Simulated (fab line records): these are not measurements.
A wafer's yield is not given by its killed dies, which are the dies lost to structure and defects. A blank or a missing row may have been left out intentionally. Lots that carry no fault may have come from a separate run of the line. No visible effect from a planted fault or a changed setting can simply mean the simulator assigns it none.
A struck lot beside a sound one | flow n5Finfet | 15 steps out of a route of 1938
Sound: these wafers, L826.2, L826.3, L826.5. Struck: wafer L820.2. (L820.6 of the same lot was not struck and is left out.) The cause comes at the end.
For every step that has rows: the tool of each side, followed by ch and its chambers, followed by its first start. Under that, the readings that differ: sound wafers | struck wafers | difference of the means | sigmas: that difference in standard deviations of wafers without a fault.
alike: readings with means less than 2 such deviations apart, plus words and numbers identical on both sides. not compared: withheld readings, readings lacking a value on some wafer, bounds such as >300 that could conceal the same value, and numbers that have no deviation in the record and whose values overlap.
Wherever a step has rows on one side only, a row that says differs or no value, or a row with sigmas, the two part there. Numbers that don't overlap but have no deviation are shown without sigmas and don't part them. Lack of a reading on every wafer of one side parts them only where that side has two or more wafers.

N5_BEOL_M11_TRENCH_ETCH_37: etches SiCOH lowk in C4F6/O2, target depth 148.83 nm, time 48 s.
  sound: rieDiel-03 ch 1,2; struck: rieDiel-03 ch 1
  alike: drypumpMotorCurrentA, oesProductAu, rfVppV, showerheadPlenumPTorr, throttleValvePct
  not compared: rfHoursCounterH
then, 1 step without rows for these wafers: N5_BEOL_M11_ETCH_41 (etches SiCN in CH3F/O2, target depth 42.6 nm, time 86 s).
N5_BEOL_M11_STRIP_77: strips in N2/H2, time 10 s.
  sound: rieDiel-03 ch 1,2; struck: rieDiel-03 ch 1
reading           | sound             | struck | difference | sigmas
h2FlowSccm (sccm) | 200.5 200.6 200.1 | 201.6  | +1.2       | +2
  alike: drypumpMotorCurrentA, oesProductAu, rfVppV, showerheadPlenumPTorr, throttleValvePct
  not compared: rfHoursCounterH
N5_BEOL_M11_OCD_MEAS_38:
  struck on ocd-02, day 16 03:29; sound on ocd-02, day 18 14:52
  alike: trenchDepthNm
then, 4 steps without rows for these wafers: N5_BEOL_M11_HM_STRIP_39 (strips TiN in peroxide tin strip, target depth 25 nm, time 158 s); N5_BEOL_M11_SRD_40 (time 30 s); N5_BEOL_M11_PRECLEAN_42 (cleans in residue remover, time 60 s); N5_BEOL_M11_SRD_43 (time 30 s).
N5_BEOL_M11_CD_MEAS_35: the cd target is 70 nm.
  struck on cdSem-02, day 16 03:38; sound on cdSem-02, day 18 15:01
  alike: cdNm
then, 1 step without rows for these wafers: N5_BEOL_M11_CURE_72 (cures SiCOH lowk, time 120 s).
N5_BEOL_M11_DEGAS_44: time 60 s.
  struck on pvdSputter-01, day 16 04:10; sound on pvdSputter-01, day 18 17:01
  alike: heaterPowerW
N5_BEOL_M11_PRE_CLEAN_45: time 30 s.
  struck on pvdSputter-01, day 16 04:13; sound on pvdSputter-01, day 18 17:04
  alike: heaterPowerW
N5_BEOL_M11_ALD_74: deposits TaN, target thk 2 nm, pulse time 2 s, purge time 3 s.
  sound on aldMetal-02 ch 1,2,3, day 18 17:08; struck on aldMetal-01 ch 3, day 16 04:17
reading                                 | sound    | struck | difference | sigmas
aldCycles                               | 40 40 40 | 31     | -9         | 
model.TaN_of_BEOL_M11_ALD_74.thkNm (nm) | 2 2 2    | 1.6    | -0.4       | 
  alike: heaterPowerOuterW, heaterPowerW
N5_BEOL_M11_SURFACE_TREAT_76:
  struck on pvdSputter-01, day 16 04:39; sound on pvdSputter-02, day 18 17:30
  not compared: throttleValvePct
after that, 1 step had no rows for these wafers: N5_PASSIVATION_PROBE_49.

## WHERE THEY PART
At N5_BEOL_M11_STRIP_77 and nowhere else, as far as this record goes. Later steps at which nothing parts them and some readings are alike: N5_BEOL_M11_OCD_MEAS_38, N5_BEOL_M11_CD_MEAS_35, N5_BEOL_M11_DEGAS_44, N5_BEOL_M11_PRE_CLEAN_45, N5_BEOL_M11_ALD_74.

WHY: whatever the simulator had introduced
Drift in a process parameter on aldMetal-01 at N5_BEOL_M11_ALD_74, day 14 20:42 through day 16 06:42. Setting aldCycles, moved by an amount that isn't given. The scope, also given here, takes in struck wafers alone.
